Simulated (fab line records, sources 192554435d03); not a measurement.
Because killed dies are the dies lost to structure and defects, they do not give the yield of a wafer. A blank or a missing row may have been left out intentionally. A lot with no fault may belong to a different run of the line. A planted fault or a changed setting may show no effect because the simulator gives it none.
Which of the tools did it? + flow n5Finfet + 30 wafers from 10 lots sampled at 6 of the route's 1938 steps

== WHAT THE GAUGES SHOWED, per wafer ==
N5_FIN_SAQP_THK_MEAS_05.
| lot  | measured    | on           | thkNm (nm)     |
|------|-------------|--------------|----------------|
| L397 | day 1 21:51 | filmMetro-01 | 38.1 38.3 38.2 |
| L400 | day 2 14:53 | filmMetro-01 | 38.0 38.5 38.7 |
| L405 | day 3 21:06 | filmMetro-01 | 37.0 38.5 38.4 |
| L406 | day 4 02:23 | filmMetro-02 | 37.0 38.0 37.4 |
| L410 | day 5 04:46 | filmMetro-02 | 37.7 38.2 37.7 |
| L414 | day 6 04:13 | filmMetro-01 | 37.5 38.6 37.1 |
| L415 | day 6 10:15 | filmMetro-02 | 37.1 37.2 37.3 |
| L416 | day 6 15:14 | filmMetro-02 | 39.0 38.9 38.8 |
| L418 | day 7 02:27 | filmMetro-02 | 37.8 37.9 38.4 |
| L419 | day 7 08:43 | filmMetro-02 | 38.2 37.9 38.0 |

N5_FIN_SAQP_CD_MEAS_16: target cd 35.6 nm.
| lot  | measured    | on       | cdNm (nm)      |
|------|-------------|----------|----------------|
| L397 | day 1 22:25 | cdSem-02 | 35.6 35.7 35.8 |
| L400 | day 2 15:29 | cdSem-02 | 35.4 36.3 35.5 |
| L405 | day 3 21:48 | cdSem-01 | 36.5 37.1 36.5 |
| L406 | day 4 02:58 | cdSem-01 | 35.4 35.4 35.7 |
| L410 | day 5 05:28 | cdSem-03 | 37.7 36.6 37.2 |
| L414 | day 6 04:50 | cdSem-02 | 36.4 35.4 35.4 |
| L415 | day 6 11:32 | cdSem-03 | 35.2 35.9 35.2 |
| L416 | day 6 15:48 | cdSem-02 | 35.5 35.7 35.5 |
| L418 | day 7 03:09 | cdSem-01 | 35.8 35.5 35.0 |
| L419 | day 7 09:25 | cdSem-03 | 35.6 35.8 35.3 |

N5_FIN_SAQP_INSPECT_18: inspects for defects (brightfield).
| lot  | measured    | on               | rawDefectCount |
|------|-------------|------------------|----------------|
| L397 | day 1 22:29 | defectInspect-02 | 299 283 334    |
| L400 | day 2 15:32 | defectInspect-02 | 395 292 436    |
| L405 | day 3 21:52 | defectInspect-01 | 561 717 600    |
| L406 | day 4 03:02 | defectInspect-02 | 451 379 439    |
| L410 | day 5 05:31 | defectInspect-02 | 371 350 327    |
| L414 | day 6 04:53 | defectInspect-02 | 266 345 350    |
| L415 | day 6 11:36 | defectInspect-01 | 543 616 627    |
| L416 | day 6 15:52 | defectInspect-01 | 494 669 602    |
| L418 | day 7 03:13 | defectInspect-02 | 343 427 313    |
| L419 | day 7 09:29 | defectInspect-01 | 435 282 395    |

N5_BEOL_M4_RC_MEAS_101.
| lot  | measured     | on        | DIBL_N (mV/V)  | DIBL_P (mV/V)  | IOFF_N (nA/um) | IOFF_P (nA/um) | ION_N (uA/um) | ION_P (uA/um) | SS_N (mV/dec)  | SS_P (mV/dec)  | VT_N (mV)   | VT_P (mV)      |
|------|--------------|-----------|----------------|----------------|----------------|----------------|---------------|---------------|----------------|----------------|-------------|----------------|
| L397 | day 7 19:43  | prober-02 | 40.0 36.8 42.1 | 39.1 35.1 40.9 | 0.22 0.16 0.27 | 0.33 0.23 0.35 | 686 680 691   | 470 469 472   | 71.7 71.4 72.3 | 73.7 73.0 74.2 | 242 249 243 | -242 -248 -241 |
| L400 | day 8 21:13  | prober-01 | 37.0 32.8 34.7 | 38.6 32.4 35.2 | 0.17 0.09 0.12 | 0.24 0.14 0.18 | 697 651 666   | 480 450 459   | 71.6 71.4 71.6 | 72.8 71.4 72.1 | 247 259 253 | -249 -254 -249 |
| L405 | day 10 00:09 | prober-02 | 40.4 38.3 38.9 | 39.5 36.6 38.0 | 0.25 0.18 0.20 | 0.31 0.26 0.27 | 708 667 701   | 483 464 481   | 72.6 71.1 72.2 | 74.4 73.6 73.5 | 242 246 245 | -243 -245 -245 |
| L406 | day 10 02:01 | prober-02 | 39.1 38.3 41.6 | 39.9 37.7 44.0 | 0.21 0.19 0.27 | 0.28 0.24 0.34 | 685 680 706   | 467 461 480   | 71.8 71.5 73.0 | 74.1 72.9 75.6 | 245 248 244 | -247 -249 -245 |
| L410 | day 11 20:29 | prober-02 | 39.9 33.8 36.5 | 41.6 33.4 36.2 | 0.25 0.12 0.15 | 0.33 0.18 0.22 | 703 675 658   | 481 470 465   | 71.6 71.2 71.5 | 73.8 72.9 73.8 | 245 252 253 | -243 -251 -247 |
| L414 | day 12 06:49 | prober-01 | 38.4 36.5 37.4 | 39.6 37.6 38.9 | 0.22 0.18 0.21 | 0.29 0.25 0.28 | 672 695 703   | 459 473 474   | 73.0 71.3 71.7 | 74.3 74.1 74.2 | 248 248 245 | -246 -246 -244 |
| L415 | day 12 10:14 | prober-01 | 38.1 39.1 36.4 | 38.7 39.5 35.6 | 0.18 0.20 0.16 | 0.23 0.24 0.19 | 679 674 685   | 459 458 465   | 72.0 71.9 71.9 | 73.5 73.8 73.0 | 246 246 249 | -250 -250 -252 |
| L416 | day 12 10:40 | prober-02 | 39.6 41.1 36.8 | 38.4 40.5 33.9 | 0.19 0.23 0.14 | 0.25 0.32 0.17 | 683 682 653   | 464 467 449   | 71.9 73.4 71.7 | 74.1 74.8 72.3 | 248 246 255 | -251 -244 -253 |
| L418 | day 13 07:53 | prober-02 | 40.7 35.8 39.5 | 41.8 35.6 41.2 | 0.23 0.14 0.22 | 0.30 0.20 0.28 | 679 662 677   | 467 462 464   | 72.8 71.7 73.2 | 73.9 73.1 74.6 | 244 252 246 | -248 -252 -249 |
| L419 | day 13 12:40 | prober-01 | 38.2 38.9 34.8 | 37.6 41.0 34.9 | 0.17 0.22 0.12 | 0.22 0.31 0.19 | 663 688 654   | 455 470 460   | 72.4 72.6 71.5 | 73.6 74.6 73.9 | 254 244 257 | -252 -246 -251 |

== EACH LOT AND THE TOOL THAT RAN IT (in order: tool; ch and the chambers of the sampled wafers; start) ==
| lot  | N5_PMOS_HMC_CHANNEL_EPI_FIN_RECESS_16 | N5_FIN_SAQP_PEB_14              |
|------|---------------------------------------|---------------------------------|
| L397 | rieSi-04 ch 0,2,3, day 1 18:25        | lithoTrack-01 ch 0, day 1 22:20 |
| L400 | rieSi-06 ch 1,2, day 2 11:53          | lithoTrack-03 ch 0, day 2 15:25 |
| L405 | rieSi-04 ch 0,2,3, day 3 18:07        | lithoTrack-04 ch 0, day 3 21:44 |
| L406 | rieSi-01 ch 0,2,3, day 3 23:25        | lithoTrack-03 ch 0, day 4 02:54 |
| L410 | rieSi-01 ch 0,3, day 4 23:45          | lithoTrack-04 ch 0, day 5 05:23 |
| L414 | rieSi-04 ch 0,1, day 6 00:17          | lithoTrack-03 ch 0, day 6 04:46 |
| L415 | rieSi-04 ch 0,2,3, day 6 06:59        | lithoTrack-01 ch 0, day 6 11:28 |
| L416 | rieSi-01 ch 0,1, day 6 12:02          | lithoTrack-01 ch 0, day 6 15:44 |
| L418 | rieSi-04 ch 0,1,2, day 6 23:26        | lithoTrack-01 ch 0, day 7 03:05 |
| L419 | rieSi-01 ch 0,1,2, day 7 05:34        | lithoTrack-01 ch 0, day 7 09:21 |
- N5_PMOS_HMC_CHANNEL_EPI_FIN_RECESS_16: chemistry HBr/Cl2, target Si, target depth 54 nm, time 18 s.
- N5_FIN_SAQP_PEB_14: peb time 60 s.

== AS READ BY THE TOOLS THEMSELVES (means over the sampled wafers that have a number; for cases with no such wafer, the mark the record gives instead) ==
N5_PMOS_HMC_CHANNEL_EPI_FIN_RECESS_16.
| lot  | tool     | chamberPressureMTorr (mTorr) | drypumpMotorCurrentA (A) | oesProductAu (a.u.) | throttleValvePct (%) |
|------|----------|------------------------------|--------------------------|---------------------|----------------------|
| L397 | rieSi-04 | 10.008                       | 5.7                      | 1.001               | 35.4                 |
| L400 | rieSi-06 | 9.995                        | 5.6                      | 0.993               | 35.8                 |
| L405 | rieSi-04 | 10.002                       | 5.7                      | 1.001               | 35.4                 |
| L406 | rieSi-01 | 9.998                        | 6.0                      | 1.017               | 35.5                 |
| L410 | rieSi-01 | 10.001                       | 5.8                      | 1.013               | 35.3                 |
| L414 | rieSi-04 | 9.997                        | 5.2                      | 1.016               | 35.7                 |
| L415 | rieSi-04 | 10.002                       | 5.7                      | 1.001               | 35.4                 |
| L416 | rieSi-01 | 10.002                       | 6.1                      | 1.017               | 35.4                 |
| L418 | rieSi-04 | 10.007                       | 5.3                      | 1.017               | 35.6                 |
| L419 | rieSi-01 | 9.999                        | 6.1                      | 1.008               | 35.5                 |

== THE ANSWER, worked out from the rows above alone ==
Rule: usual is defined by the lots themselves. Put in order of their means at a reading, lots are off if they are a third of the lots or fewer, leave a main group of 4 or more, and stand apart from it by a gap of 3 or more times the standard deviation of the main group's means; of several such gaps the widest counts. Not used: any main group whose means are identical at the precision the tables above print for the reading. A lot without any number at a reading at which 4 lots or more have one is off too. Where the step has rows for the other lots, those lots are counted as sound. Order of review: gauges by route order, followed by the tools' own readings, for which a lot's mean as printed above is used. The first step at which some lot is off is used, and at that step the reading that is off furthest; a lot without a number counts as furthest.
Off at N5_FIN_SAQP_CD_MEAS_16 (cdNm): L405, L410. Main group: mean 35.6 nm, sd 0.12.
A tool fits if, at a process step before that reading, it ran every lot that is off, and no sound lot after the first of them. The gauges at N5_FIN_SAQP_CD_MEAS_16 are tried like those tools. One fits: lithoTrack-04 at N5_FIN_SAQP_PEB_14. It ran no sound lot before its first lot that is off in this sample, so the start can't be narrowed down.

== WHAT THE SIMULATOR HAD INSERTED ==
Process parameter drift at N5_FIN_SAQP_PEB_14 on lithoTrack-04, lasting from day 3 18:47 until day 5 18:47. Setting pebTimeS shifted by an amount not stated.
Shown lots that were struck: L405, L410. The same result came from the rule above.
